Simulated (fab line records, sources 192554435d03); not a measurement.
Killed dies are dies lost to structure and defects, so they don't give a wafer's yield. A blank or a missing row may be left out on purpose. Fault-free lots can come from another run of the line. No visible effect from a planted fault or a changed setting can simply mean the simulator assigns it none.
fab line records    flow n5Finfet
record lots=5  wafers=15  lastDay=19
route steps=1938 shown BEOL_M0_CUTY@705 BEOL_M0@715 BEOL_M4@1111 PASSIVATION@1936
lots untouched by any fault: they come from a run of this same line in which no faults occurred
startH: hours from the record's opening day to when the first of the lot's shown wafers began    waitH: hours elapsed since this lot's preceding step    " the same as in the row above    L1.1+2: a row that stands for several wafers    - no value present, or no start provided    * or withheld: withheld    < > ~ a bound
route shown NAME@n: NAME is a module with steps in the file, n the number in the route of the first one    usual: average and standard deviation across the fault-free wafers    same: alike in all rows    chamber/n: place in a boat    sites: readings site by site    _std_site: how widely they spread, as a standard deviation    _edge_site: inner sites' mean taken away from outer sites' mean    radiusMm: how far each site lies from the wafer's centre    mask NAME#n: copy n    behind: the tool/chamber that last shaped the wafer    hold: cause of the lot's hold/its duration in hours/its outcome    device: the n, p or np transistor that did not switch    end of line: the same wafers' tests at the end of the route    for a step that has no rows: nothing shown but its recipe    killed: count of dies lost to structure and defects at first sort (not the wafer's yield)    map: shows each die of a wafer: x if killed, . if not, _ if none is there
set.NAME: the setting as run; set.NAME@STEP: as run at that earlier step    model.NAME: the simulator's own value behind a step, which no gauge read
lots seen at some steps along the route; tables by step, rows by wafer
services: the hour from which a tool's chamber was out of use, counted from the record's first day as startH (under 0 if before that day), plus the number of hours and why
## steps
# step N5_BEOL_M0_CUTY_EXPOSE_54
# recipe maskId=M0_ABLK  na=1.35  sourceShape=conventional  sigmaOuter=0.8  polarization=unpolarized  doseMj=36
# step N5_BEOL_M0_CUTY_PEB_55
# recipe pebTempC=110  pebTimeS=60  resist=CAR-ArF-block
# step N5_BEOL_M0_CUTY_DEVELOP_56
# recipe developTimeS=30  developer=TMAH  resist=CAR-ArF-block  rinseLiquid=diw  dry=airSpin  devTempC=23
# step N5_BEOL_M0_CUTY_DESCUM_61
# recipe chemistry=O2  timeS=7.9  sourcePowerW=50  biasPowerW=20  pressureMtorr=20  rfFrequencyHz=2.712e+07  tempC=40  resist=CAR-ArF-block  o2FlowSccm=225
# step N5_BEOL_M0_CUTY_ETCH_62
# recipe chemistry=CF4  target=SiARC  maskMaterial=CAR-ArF-block  timeS=58.5  ionEnergyEv=80  pressureMtorr=40  sourceW=545  biasW=36  Ar_flow_sccm=100  cf4FlowSccm=100  ends=cleared
# step N5_BEOL_M0_CUTY_ETCH_63
# recipe chemistry=N2/H2  target=SOC  targetDepthA=827  overetchA=165  maskMaterial=SiARC  tempC=40  ionEnergyEv=200  timeS=124  pressureMtorr=30  sourceW=840  biasW=150  n2FlowSccm=200  h2FlowSccm=200
# step N5_BEOL_M0_CUTY_STRIP_64
# recipe chemistry=N2/H2  tempC=40  n2FlowSccm=200  h2FlowSccm=200  rfFrequencyHz=6e+07
# step N5_BEOL_M0_ETCH_138
# recipe chemistry=CH3F/O2  targetDepthA=120  target=SiCN  timeS=31.6  ionEnergyEv=120  pressureMtorr=30  sourceW=395  biasW=75  Ar_flow_sccm=150  CH3F_flow_sccm=30  O2_flow_sccm=20  ends=cleared
# step N5_BEOL_M0_HM_OPEN_105
# recipe chemistry=Cl2/BCl3  targetDepthA=120  target=TiN  ionEnergyEv=150  pressureMtorr=10  icpW=1000  biasW=126  Cl2_flow_sccm=53.25  bcl3FlowSccm=21.75  Ar_flow_sccm=25
# step N5_BEOL_M0_STRIP_140
# recipe chemistry=CF4  resist=SiARC  powerW=300  biasPowerW=75  pressureMtorr=50  cf4FlowSccm=150  rfFrequencyHz=6e+07
# usual biasPowerW=75.02/0.18  cf4FlowSccm=149.9/0.48  drypumpMotorCurrentA=5.7/0.54  oesProductAu=0.78/0.093  powerW=300.2/0.93  rfVppV=271.1/1.8  showerheadPlenumPTorr=1.79/0.063  throttleValvePct=13.47/0.21
lot.wafer  tool        chamber  startH  waitH  biasPowerW  cf4FlowSccm  drypumpMotorCurrentA  oesProductAu  powerW  rfHoursCounterH  rfVppV  showerheadPlenumPTorr  throttleValvePct
L799.3     rieDiel-03  3        140.29  0.2    -           -            -                     -             -       -                -       -                      -
L799.5     "           1        "       "      -           -            -                     -             -       -                -       -                      -
L799.6     "           2        "       "      -           -            -                     -             -       -                -       -                      -
L800.1     rieDiel-05  3        144.02  0.1    -           -            -                     -             -       -                -       -                      -
L800.2     "           0        "       "      -           -            -                     -             -       -                -       -                      -
L800.3     "           2        "       "      -           -            -                     -             -       -                -       -                      -
L801.2     rieDiel-05  1        153.80  0.1    -           -            -                     -             -       -                -       -                      -
L801.3     "           0        "       "      -           -            -                     -             -       -                -       -                      -
L801.4     "           3        "       "      -           -            -                     -             -       -                -       -                      -
L806.2     rieDiel-03  0        187.69  0.3    75.11       150.2        5.0                   0.70          299.8   216              271.6   1.77                   13.41
L806.3     "           2        "       "      74.94       149.6        5.7                   0.98          300.6   4                272.8   1.90                   13.32
L806.6     "           1        "       "      75.16       150.2        6.3                   0.85          300.6   -                267.6   1.75                   13.68
L814.2     rieDiel-05  2        232.88  0.1    75.15       149.7        5.8                   0.81          299.8   93               270.9   1.80                   13.23
L814.5     "           0        "       "      74.82       149.7        6.4                   0.94          300.1   -                272.8   1.90                   13.58
L814.6     "           1        "       "      74.80       149.6        5.1                   0.70          300.4   -                270.9   1.76                   13.55
# step N5_BEOL_M0_STRIP_104
# recipe chemistry=N2/H2  powerW=450  tempC=40  pressureMtorr=20  rfFrequencyHz=6e+07  overashFraction=0.3  biasPowerW=7  h2Frac=0.5  n2FlowSccm=200  h2FlowSccm=200
# step N5_BEOL_M0_WET_ETCH_106
# recipe chemistry=DHF  dilution=10:1  tempC=25  target=SiO2  targetDepthA=1300  dry=ipaMarangoni  rinseTimeS=30  rinseTempC=23
# step N5_BEOL_M0_ETCH_128
# recipe chemistry=CF4/N2  targetDepthA=120  overetchA=51  target=SiCN  timeS=21.4  ionEnergyEv=150  pressureMtorr=40  sourceW=430  biasW=70  Ar_flow_sccm=100  cf4FlowSccm=60  n2FlowSccm=60
# step N5_BEOL_M0_TRENCH_ETCH_107
# recipe chemistry=C4F6/O2  targetDepthA=328  target=SiOC  timeS=16.4  ionEnergyEv=250  pressureMtorr=30  sourceW=355  biasW=185  Ar_flow_sccm=300  C4F6_flow_sccm=10  O2_flow_sccm=10
# step N5_BEOL_M0_STRIP_142
# recipe chemistry=N2/H2  timeS=10  powerW=450  tempC=40  pressureMtorr=20  rfFrequencyHz=6e+07  biasPowerW=7  n2FlowSccm=200  h2FlowSccm=200
# step N5_BEOL_M0_HM_STRIP_129
# recipe chemistry=peroxideTinStrip  material=TiN  targetDepthA=170  tempC=50  timeS=108
# step N5_BEOL_M0_SRD_130
# recipe timeS=30  tempC=23  rinseLiquid=diw  dry=ipaMarangoni
# step N5_BEOL_M0_ETCH_109
# recipe chemistry=CH3F/O2  targetDepthA=80  overetchA=24  target=SiCN  timeS=27.4  ionEnergyEv=120  pressureMtorr=30  sourceW=395  biasW=75  Ar_flow_sccm=150  CH3F_flow_sccm=30  O2_flow_sccm=20
# step N5_BEOL_M0_STRIP_139
# recipe chemistry=postEtchResidueRemover  timeS=60  tempC=25  removerPh=withheld  removerWaterWtPct=withheld  removerFluorideWtPct=withheld
# step N5_BEOL_M0_SRD_111
# recipe timeS=30  tempC=23  rinseLiquid=diw  dry=ipaMarangoni
# step N5_BEOL_M0_DEGAS_112
# recipe ambient=vacuum  tempC=250  timeS=60
# step N5_BEOL_M0_PRE_CLEAN_113
# recipe gas=H2/He  timeS=30  tempC=250
# step N5_BEOL_M0_ALD_136
# recipe material=TaN  targetThkA=*  tempC=275  aldPrecursorFamily=PDMAT  aldCoReactant=NH3  pressureTorr=3  carrierFlowSccm=1500  pulseTimeS=2  purgeTimeS=3  coReactantPurgeTimeS=2  coReactantPulseTimeS=3  aldCycles=30  precursorVesselTempC=75  precursorVesselPressureTorr=26.25  precursorVesselCarrierSccm=1000
# step N5_BEOL_M0_SURFACE_TREAT_137
# recipe gas=Ar  timeS=*  ionEnergyEv=*  ionCurrentMaCm2=0.5  pressureMtorr=*  arFlowSccm=30
# step N5_BEOL_M0_CVD_115
# recipe material=Co  targetThkA=*  tempC=withheld  precursor=CCTBA/H2  pressureTorr=30  timeS=120
# step N5_BEOL_M0_SPUTTER_116
# recipe material=Cu  targetThkA=40  tempC=-20  chamberPressurePa=0.07  powerW=withheld  timeS=7.37
# step N5_BEOL_M0_ANNEAL_117
# recipe tempC=400  timeS=60  ambient=vacuum
# step N5_BEOL_M0_SPUTTER_132
# recipe material=Cu  targetThkA=40  tempC=-20  chamberPressurePa=0.07  powerW=withheld  timeS=7.37
# step N5_BEOL_M0_ANNEAL_133
# recipe tempC=400  timeS=60  ambient=vacuum
# step N5_BEOL_M0_SPUTTER_134
# recipe material=Cu  targetThkA=40  tempC=-20  chamberPressurePa=0.07  powerW=withheld  timeS=7.37
# step N5_BEOL_M0_ANNEAL_135
# recipe tempC=400  timeS=60  ambient=vacuum
# step N5_BEOL_M0_SPUTTER_141
# recipe material=Cu  targetThkA=40  tempC=-20  chamberPressurePa=0.07  powerW=withheld  timeS=7.37
# step N5_BEOL_M0_ECD_118
# recipe material=Cu  targetThkA=3000
# step N5_BEOL_M0_ANNEAL_119
# recipe tempC=225  timeS=90  ambient=N2
# step N5_BEOL_M0_CMP_120
# recipe stopOn=SiOC  tOverpolishS=6.9  downForcePsi=1  platenRpm=50  clearingPlatenDownForcePsi=1.5  clearingPlatenRpm=50  postCmpClean=cuAlkaline  clearingPlatenPadVelocityMS=0.99484  padVelocityMS=0.99484
# step N5_BEOL_M0_PRE_CLEAN_131
# recipe gas=NH3/H2  timeS=15  tempC=*  rfPowerW=300
# step N5_BEOL_M0_CO_CAP_123
# recipe material=Co  targetThkA=20  tempC=200  precursor=CCTBA/H2  pressureTorr=30  timeS=102.1
# step N5_BEOL_M4_RC_MEAS_101
# usual DIBL_N=37.0/1.6  DIBL_P=37.0/2.1  IOFF_N=0.17/0.032  IOFF_P=0.22/0.043  ION_N=679/13  ION_P=465/9.5  SS_N=71.7/0.59  SS_P=73.6/0.64  VT_N=249/3.2  VT_P=-249/4.1
lot.wafer  tool       chamber  startH  waitH  DIBL_N[mV/V]  DIBL_P[mV/V]  IOFF_N[nA/um]  IOFF_P[nA/um]  ION_N[uA/um]  ION_P[uA/um]  SS_N[mV/dec]  SS_P[mV/dec]  VT_N[mV]  VT_P[mV]
L799.3     prober-02  0        238.00  0.3    35.1          36.0          0.15           0.20           681           471           71.3          74.1          252       -251
L799.5     "          0        "       "      38.3          39.7          0.21           0.28           671           465           72.7          73.8          247       -247
L799.6     "          0        "       "      33.5          33.5          0.12           0.18           672           464           71.2          72.7          254       -252
L800.1     prober-01  0        258.65  0.0    37.2          36.1          0.17           0.20           688           463           71.7          73.4          249       -250
L800.2     "          0        "       "      38.5          36.6          0.20           0.21           675           455           72.7          73.7          248       -248
L800.3     "          0        "       "      37.8          37.9          0.18           0.22           691           467           71.5          73.6          246       -250
L801.2     prober-02  0        298.71  0.2    38.1          38.1          0.21           0.27           683           468           72.0          74.0          246       -242
L801.3     "          0        "       "      34.7          35.4          0.15           0.21           695           471           70.9          72.8          250       -248
L801.4     "          0        "       "      38.3          40.5          0.23           0.32           702           483           72.1          73.9          245       -243
L806.2     prober-01  0        319.94  0.2    35.0          36.7          0.13           0.21           659           463           71.3          73.5          252       -248
L806.3     "          0        "       "      38.8          40.2          0.21           0.29           696           479           71.8          74.4          247       -243
L806.6     "          0        "       "      39.3          39.8          0.21           0.28           681           464           73.1          75.2          249       -248
L814.2     prober-02  0        343.44  0.2    37.2          37.7          0.18           0.23           681           460           72.5          72.6          250       -248
L814.5     "          0        "       "      37.1          37.8          0.19           0.24           675           460           71.9          74.1          248       -249
L814.6     "          0        "       "      36.2          36.4          0.16           0.22           669           459           72.0          72.9          250       -249
# step N5_PASSIVATION_PROBE_49
# usual defectLimitedYield=91.2/1.6  killed_at_M0_to_M3=33/11  killed_at_M4_up=14/5  killedAtContacts=12/5.8  killedAtFrontEnd=41/12  killedAtOther=3.5/2.9  killedDies=104/19  killedOnRim=13/4.2  killedOpen=68/14  killedShort=34/8.8  sort_bin_5_function=5.2/1.1  sort_bin_6_memory=3.2/0.71  sortNPass=1076/19  sortYieldPct=91.2/1.6
# same grossDies=1180  killedAtBackSide=0  sort_bin_4_leakage[%]=0  sort_bin_8_speed[%]=0
lot.wafer  tool       chamber  startH  waitH  defectLimitedYield[%]  killed_at_M0_to_M3  killed_at_M4_up  killedAtContacts  killedAtFrontEnd  killedAtOther  killedDies  killedOnRim  killedOpen  killedShort  sort_bin_5_function[%]  sort_bin_6_memory[%]  sortNPass  sortYieldPct[%]
L799.3     prober-02  -        350.73  0.1    51.6                   510                 14               7                 39                1              571         17           46          27           45.5                    2.3                   609        51.6
L799.5     prober-02  -        350.83  0.2    70.5                   278                 15               13                42                0              348         110          53          30           25.4                    3.3                   832        70.5
L799.6     prober-02  -        350.88  0.3    61.4                   386                 10               12                42                5              455         19           55          40           35.5                    2.7                   725        61.4
L800.1     prober-02  -        370.61  0.0    56.9                   407                 18               13                65                5              508         120          85          41           38.5                    4.2                   672        56.9
L800.2     prober-02  -        370.66  0.1    63.6                   342                 12               12                54                9              429         13           80          31           32.8                    3.4                   751        63.6
L800.3     prober-02  -        370.71  0.1    73.6                   240                 16               7                 45                3              311         12           60          33           22.5                    3.3                   869        73.6
L801.2     prober-01  -        406.60  0.1    43.8                   590                 21               3                 48                1              663         31           75          48           50.8                    4.5                   517        43.8
L801.3     prober-01  -        406.65  0.1    40.2                   623                 18               7                 56                2              706         151          81          57           55.7                    3.8                   474        40.2
L801.4     prober-01  -        406.70  0.2    50.8                   511                 23               2                 42                3              581         20           64          46           44.7                    3.7                   599        50.8
L806.2     prober-01  -        423.05  0.1    88.1                   65                  22               15                37                1              140         17           102         36           6.9                     4.5                   1040       88.1
L806.3     prober-01  -        423.10  0.1    93.7                   31                  15               5                 21                2              74          13           49          23           3.1                     3.1                   1106       93.7
L806.6     prober-01  -        423.25  0.3    91.5                   35                  10               3                 52                0              100         11           67          30           5.4                     2.8                   1080       91.5
L814.2     prober-02  -        452.85  0.1    87.5                   37                  19               23                60                9              148         18           94          54           8.3                     3.9                   1032       87.5
L814.5     prober-02  -        453.00  0.2    90.3                   24                  9                17                61                3              114         11           76          38           5.8                     3.5                   1066       90.3
L814.6     prober-02  -        453.05  0.3    91.4                   28                  15               10                43                5              101         18           63          38           5.6                     3.0                   1079       91.4
# killed by level:class
L799.3 BEOL_M0:areaAld=494 BEOL_M4:geometricParticle:open=11 FIN_SAQP:geometricParticle:short=9 STI_FIN_REVEAL:geometricParticle:open=7 ILD0:geometricParticle:open=5 BEOL_M3:geometricParticle:open=5 MOL_CONTACT_COAG:geometricParticle:short=4 STARTING-WAFER:geometricParticle:short=4
L799.5 BEOL_M0:areaAld=258 FIN_SAQP:geometricParticle:short=9 MOL_CONTACT_COAG:geometricParticle:open=8 BEOL_M2:geometricParticle:open=8 BEOL_M4:geometricParticle:open=8 HKMG_FIN:areaEtch=7 BEOL_M1:geometricParticle:open=6 STI_FIN_REVEAL:geometricParticle:open=5
L799.6 BEOL_M0:areaAld=357 FIN_SAQP:geometricParticle:short=12 STI_FIN_REVEAL:geometricParticle:open=10 MOL_CONTACT_COAG:geometricParticle:open=8 FIN_SAQP:geometricParticle:open=6 BEOL_M1:geometricParticle:open=6 BEOL_M0_SAQP:geometricParticle:short=5 BEOL_M3:geometricParticle:open=5
L800.1 BEOL_M0:areaAld=382 STI_FIN_REVEAL:geometricParticle:open=17 FIN_SAQP:geometricParticle:open=9 MOL_CONTACT_COAG:geometricParticle:open=9 BEOL_M4:geometricParticle:open=8 FIN_SAQP:geometricParticle:short=7 ILD0:geometricParticle:short=6 BEOL_M0_SAQP:geometricParticle:open=6
L800.2 BEOL_M0:areaAld=314 STI_FIN_REVEAL:geometricParticle:open=21 MOL_CONTACT_COAG:geometricParticle:open=12 BEOL_M3:geometricParticle:open=9 STI_FIN_REVEAL:geometricParticle:short=8 BEOL_M4:geometricParticle:open=6 ILD0:geometricParticle:short=6 BEOL_M0:geometricParticle:open=6
L800.3 BEOL_M0:areaAld=215 FIN_SAQP:geometricParticle:open=10 BEOL_M0_SAQP:geometricParticle:short=10 STI_FIN_REVEAL:geometricParticle:open=9 MOL_CONTACT_COAG:geometricParticle:open=7 BEOL_M4:geometricParticle:open=7 FIN_SAQP:geometricParticle:short=5 FIN_CUT:geometricParticle:short=4
L801.2 BEOL_M0:areaAld=536 BEOL_M0_SAQP:geometricParticle:short=22 BEOL_M0_SAQP:geometricParticle:open=14 FIN_SAQP:geometricParticle:short=13 BEOL_M2:geometricParticle:open=9 DUMMY_GATE:geometricParticle:open=8 FIN_SAQP:geometricParticle:open=6 BEOL_M6:geometricParticle:open=6
L801.3 BEOL_M0:areaAld=568 FIN_SAQP:geometricParticle:short=19 BEOL_M0_SAQP:geometricParticle:open=17 BEOL_M0_SAQP:geometricParticle:short=16 BEOL_M4:geometricParticle:open=10 BEOL_M1:geometricParticle:open=9 FIN_SAQP:geometricParticle:open=7 GATE_CUT:geometricParticle:short=7
L801.4 BEOL_M0:areaAld=469 BEOL_M0_SAQP:geometricParticle:short=14 FIN_SAQP:geometricParticle:short=13 BEOL_M4:geometricParticle:open=9 DUMMY_GATE:geometricParticle:open=8 BEOL_M0_SAQP:geometricParticle:open=8 BEOL_M1:geometricParticle:open=5 GATE_CUT:geometricParticle:open=4
L806.2 BEOL_M2:geometricParticle:open=16 MOL_CONTACT_COAG:geometricParticle:open=13 BEOL_M1:geometricParticle:open=13 BEOL_M4:geometricParticle:open=11 FIN_SAQP:geometricParticle:open=10 BEOL_M0_SAQP:geometricParticle:short=9 BEOL_M1:geometricParticle:short=9 BEOL_M3:geometricParticle:open=7
L806.3 BEOL_M3:geometricParticle:open=11 BEOL_M2:geometricParticle:open=7 BEOL_M1:geometricParticle:open=6 FIN_SAQP:geometricParticle:short=5 STARTING-WAFER:geometricParticle:short=5 BEOL_M4:geometricParticle:open=4 DUMMY_GATE:geometricParticle:open=3 MOL_CONTACT_COAG:geometricParticle:short=3
L806.6 STI_FIN_REVEAL:geometricParticle:open=14 BEOL_M3:geometricParticle:open=13 FIN_SAQP:geometricParticle:open=7 FIN_SAQP:geometricParticle:short=7 BEOL_M1:geometricParticle:open=6 DUMMY_GATE:geometricParticle:open=5 BEOL_M2:geometricParticle:open=5 GATE_CUT:geometricParticle:short=3
L814.2 MOL_CONTACT_COAG:geometricParticle:open=15 FIN_SAQP:geometricParticle:short=13 FIN_SAQP:geometricParticle:open=12 DUMMY_GATE:geometricParticle:open=10 BEOL_M0_SAQP:geometricParticle:short=10 BEOL_M4:geometricParticle:open=10 STI_FIN_REVEAL:geometricParticle:open=9 MOL_CONTACT_COAG:geometricParticle:short=8
L814.5 STI_FIN_REVEAL:geometricParticle:open=19 MOL_CONTACT_COAG:geometricParticle:open=14 FIN_SAQP:geometricParticle:short=10 GATE_CUT:geometricParticle:short=8 BEOL_M3:geometricParticle:open=6 FIN_SAQP:geometricParticle:open=5 DUMMY_GATE:geometricParticle:open=5 GATE_CUT:geometricParticle:open=5
L814.6 BEOL_M3:geometricParticle:short=10 STI_FIN_REVEAL:geometricParticle:open=9 MOL_CONTACT_COAG:geometricParticle:open=8 BEOL_M4:geometricParticle:open=7 FIN_SAQP:geometricParticle:open=6 FIN_SAQP:geometricParticle:short=6 BEOL_M3:geometricParticle:open=4 GATE_CUT:geometricParticle:short=4
# map L799.3 (x killed, . not)
_________________...x...x....________________
______________............x....._____________
___________.x....x.....xx.xx....x..__________
__________...x.....x..xx.x.........._________
________.x......x......xxx.x.x........_______
_______......xx.x.x..xxxxx.x.x.........______
______....x.......xx..xxx...x.x........._____
_____.......xxxx.xxxx....xxx.....x....x..____
____......xxxxxx.xxxxxx.x..xx.x.....xx....___
___......xxx...xxxxx.xxxxxxxxxxxxx....xx...__
___..x...xx.xxx.xxxxx.xx.xxxxxxx...x...x.x.__
__.....x.xxxx.x..xxxxxxxxxxxxxxxxxx...x....._
__...x.x.x.xxxx.xxxxxxxxx.xx.xxxxxxxxx..x..._
_.....x.x..xxxxxxxxxxxxxxxxxxxx.x..x..xxx....
_....xx..xxxxxxx..xxx.xxxxxxxxxx.xxx........x
_.....x...xx.xxxxxxxx.xxxxxxxx.xx..x....x....
_....x.xxx.x.xxxxxxxxxxxx.xxxxxx.x.x.x...x...
_........xxxxxxxxxxxxxxxxxxxxxxxxxx.x.xx.....
_...x.x..xx.xxxxxxxxxxxxx.xxxxx.xxx.x....x...
_...x..xx..xxxx.xxxxxxxxxxxxxxxxxx.xx.x..x...
_.....xx..xxxxxxxxxx.x.xxxxxxxxx.xx.xx..x....
__xx.x.x..xx.xxxxxxxx.xxxxxxxxxxxx.x..x.x..._
__..x..x.xx.xxxx..xxxxxxxx.xxxxxx.x.x.x.x..._
___.....xxx..xxx.xxxxxxx.xxxx.xxx.....x..x.__
___.x...x..xx.xx.xx.xxx.x.xxxx.xxx.....x.x.__
____......xxx.xxx....x..xx...x......xx..x.___
_____x......x.xxxxxx..x.xxx.xxxxxxx.x....____
______..x.x....x.xxx.xxxx.xxx..xxxx....._____
_______....x.x.x.x..x..x.x...x.........______
________..........x..x.xx.xxx....x...._______
__________...xx.x.......xx.xx.x..x.._________
___________x.......x.x.....x.......__________
______________x..xx.xx.......x.._____________
_________________x.......x...________________
# map L800.1 (x killed, . not)
_________________.xxxxxxxxxxx________________
______________xx.xx.x.xx.xxx..xx_____________
___________xx.xxx.xx..xxx..xxx.xxxx__________
__________xxxxxx..x.x.x..x..xxxxxxxx_________
________...xxxx.xxxxx.....xx..x.xxxxxx_______
_______xxxxxxx..xx.x..xxx.x..x..xxxxxxx______
______xx.x....x..xx..x........xx..x.xxx._____
_____xxxx..xx..x.x.x...x.xx...x.xxx..xx.x____
____xxxxx.x.....x.......x....x.x..x....xx.___
___xxxxx..x..x..xx.x....xx..........xx.x.xx__
___xxxxxxxx..................x.x.x.x..x.xxx__
__xxxx.x...x.x...x..x....x.....x...xxxxxxxxx_
__x.x.x..xx.....x.x....x......x.x..x....xxxx_
_xxx.xx.x...x.............x..x......x...xxxx.
_.xxxxx......x.......................xxx.xxx.
_xxx.xx..x....x...x............x....x..xxxxxx
_..x.x..xx...x.................x....xxx..xx.x
_.x.....x....x....x......x.x...........xxx.x.
_xxxx.......x.....x...x....x.........xx....xx
_xxx......x...x..xx....x...x.......x.x..xxxxx
_x.x.xx..xx......................x......xxxxx
__xxxxxx..x..x......x..xx...........x...xxxx_
__xxxxxx....x.x...........xx..x..x.xx.x.xxxx_
___.xx.xxx.....x.......x.x.x....x...x..xx.x__
___xxxxx..x......................xxx.xxxx.x__
____xx.xx..................x..x.x.x.xxxx.x___
_____xxxxxxxxxx....xx...........x..xxxx.x____
______xxxxx.........x...x.....x.....xxxx_____
_______xxxxx...x.xxx............xx...x.______
________x...xxxx.xxxx..x..xx.xxxx.xx.x_______
__________xx...xxxxx.xxxx.....xxx..x_________
___________xx.xx.x.x.x.xxxxx..xxx.x__________
______________.xxx..xxxxxxxx.xxx_____________
_________________xxxxxxxx.xxx________________
## services
tool        chamber  startH  hours  kind
rieDiel-03  -        145.13  5.1    repair
rieDiel-05  -        153.20  0.2    repair
rieDiel-03  2        155.59  -      clean
rieDiel-03  2        155.59  -      consumableReplace:focusRing
rieDiel-03  2        155.59  -      consumableReplace:showerhead
rieDiel-03  2        155.59  19.7   scheduledDown
rieDiel-03  2        155.59  19.7   ventCycle
rieDiel-03  3        172.89  20.0   repair
rieDiel-05  0        200.20  -      clean
rieDiel-05  0        200.20  -      consumableReplace:focusRing
rieDiel-05  0        200.20  -      consumableReplace:showerhead
rieDiel-05  0        200.20  24.7   scheduledDown
rieDiel-05  0        200.20  24.7   ventCycle
rieDiel-03  2        231.55  11.5   repair
## key
firstSign step=N5_BEOL_M0_STRIP_140  reading=toolRecord  direction=missing
effect step=N5_PASSIVATION_PROBE_49  reading=killed_at_M0_to_M3  direction=up  sigmas=36  usual=33  struck=432
moreKillsBornAt N5_BEOL_M0_ALD_136@aldMetal-04=2020  N5_BEOL_M0_ALD_136@aldMetal-03=1573
metAt N5_BEOL_M0_STRIP_140
struckWafers L799.3,L799.5,L799.6,L800.1,L800.2,L800.3,L801.2,L801.3,L801.4
fault kind=skippedStepWhole  tool=rieDiel-03,rieDiel-05  chamber=-  onsetH=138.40  steps=N5_BEOL_M0_STRIP_140  scope=struckLotsOnly
